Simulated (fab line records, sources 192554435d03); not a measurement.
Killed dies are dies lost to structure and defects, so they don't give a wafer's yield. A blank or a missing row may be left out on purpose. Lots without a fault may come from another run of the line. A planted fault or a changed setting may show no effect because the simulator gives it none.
One fault seen from 2 desks | flow n5_finfet | each desk has only its own numbers; what lay behind them comes last

THE TOOL OWNER'S DESK: krf_scanner-02
The tool's own readings at N5_MIM_TOP_LITHO_EXPOSE_05 (exposes mask MIM TOP, target cd 2000 nm): means of the sampled wafers that have a number, for each lot that ran on this tool. A lot is out of limits, marked OUT, if its mean lies more than 4 standard deviations from the usual mean; the brackets give that distance.
Columns: A = exposure_dose_mJ_cm2 at N5_MIM_TOP_LITHO_EXPOSE_05, usual 20.487
lot  | first seen here | A
L745 | day 12 11:31    | 20.482
L747 | day 13 03:50    | 20.476
L748 | day 13 07:04    | 20.492
L749 | day 14 03:22    | 20.514
L758 | day 16 07:35    | 21.483 (+42) OUT
L757 | day 16 07:58    | 21.344 (+36) OUT
This desk's finding: out of limits on L757, L758; first on L758, day 16 07:35 (exposure_dose_mJ_cm2 at N5_MIM_TOP_LITHO_EXPOSE_05). In limits: L745, L747, L748, L749.

THE METROLOGY DESK
What the gauges read, lot by lot, whatever tool the lot ran on: means of the sampled wafers that have a number. A lot is out of limits, marked OUT, if its mean lies more than 4 standard deviations from the usual mean; the brackets give that distance.
Columns: A = cd_nm at N5_MIM_TOP_LITHO_CD_MEAS_08, usual 1999.8 nm
lot  | first seen here | A
L745 | day 12 11:41    | 2001.7
L747 | day 13 04:00    | 2000.2
L748 | day 13 07:14    | 1999.5
L749 | day 14 03:32    | 2000.3
L758 | day 16 07:46    | 1991.8 (-4.5) OUT
L757 | day 16 08:08    | 1994.9
L761 | day 16 12:12    | 1998.8
L762 | day 16 23:07    | 2000.8
L763 | day 17 05:00    | 2001.1
L765 | day 17 17:43    | 1998.0
This desk's finding: out of limits on L758; first on L758, day 16 07:46 (cd_nm at N5_MIM_TOP_LITHO_CD_MEAS_08). In limits: L745, L747, L748, L749, L757, L761, L762, L763, L765.

PUT TOGETHER
The tool owner's desk could have raised an alarm at day 16 07:35, on L757, L758.
The metrology desk could have raised an alarm at day 16 07:46, on L758.
The metrology desk has L757 on record, within its limits.
Of the lots named, all ran N5_MIM_TOP_LITHO_EXPOSE_05 on krf_scanner-02.

WHAT THE SIMULATOR HAD PUT IN
Process parameter drift: krf_scanner-02, from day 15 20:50 on, at N5_MIM_TOP_LITHO_EXPOSE_05. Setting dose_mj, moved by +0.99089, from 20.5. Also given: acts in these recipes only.
Lots struck among those shown: L757, L758.
Hours from the fault's start to each desk's first reading out of limits: the tool owner's desk, 11; the metrology desk, 11.
